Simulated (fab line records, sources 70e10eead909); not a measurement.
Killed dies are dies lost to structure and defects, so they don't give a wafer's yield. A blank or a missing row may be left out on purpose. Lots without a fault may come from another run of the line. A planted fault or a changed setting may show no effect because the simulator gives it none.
Chamber matching | flow nand_harc | NHARC_A_SGD_CUT_DEP_00 on pecvd-02: 3 sister chambers
The step deposits SiNx, target thk 50 nm. 16 wafers are shown with their chamber, then 8 later ones without.

WAFERS WITH THEIR CHAMBER
wafer  | chamber | heater_power_w (W)
L731.2 | 2       | 815
L731.3 | 0       | 570
L731.4 | 0       | 583
L733.1 | 2       | 703
L733.5 | 2       | 727
L733.6 | 1       | 672
L730.4 | 0       | 665
L730.5 | 2       | 705
L730.6 | 1       | 682
L735.1 | 0       | 575
L735.4 | 2       | 839
L735.5 | 0       | 577
L736.4 | 0       | 636
L736.5 | 1       | 730
L736.6 | 2       | 836
L749.1 | 2       | 795

SIGNATURES (means of the wafers above)
reading        | chamber 0 | chamber 1 | chamber 2 | scatter within a chamber
heater_power_w | 601.00    | 694.67    | 774.29    | 49.6
Rule: a wafer's distance from a chamber is the root of the sum, over the readings, of the square of ((its reading less the chamber's mean) divided by the reading's scatter). The wafer belongs to the nearest chamber; if the next one is less than 2 further off, it can't be placed. The scatter: the root of (the sum of the squares of (reading less its chamber's mean) over the shown wafers, divided by (wafers less chambers)).

WAFERS WITHOUT THEIR CHAMBER
wafer  | heater_power_w (W)
L749.2 | 666
L749.5 | 787
L748.2 | 611
L748.3 | 824
L748.5 | 654
L752.3 | 627
L752.4 | 729
L752.6 | 619

WHICH CHAMBER EACH WENT THROUGH
wafer  | from the rows above          | in truth
L749.2 | can't be placed: 1 or 0 or 2 | 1
L749.5 | can't be placed: 2 or 1      | 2
L748.2 | can't be placed: 0 or 1      | 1
L748.3 | can't be placed: 2 or 1      | 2
L748.5 | can't be placed: 1 or 0 or 2 | 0
L752.3 | can't be placed: 0 or 1      | 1
L752.4 | can't be placed: 1 or 2 or 0 | 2
L752.6 | can't be placed: 0 or 1      | 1
Placed correctly: 0 of 8. Can't be placed from these rows: 8 (the true chamber is among the candidates in 8). Placed wrongly: 0.
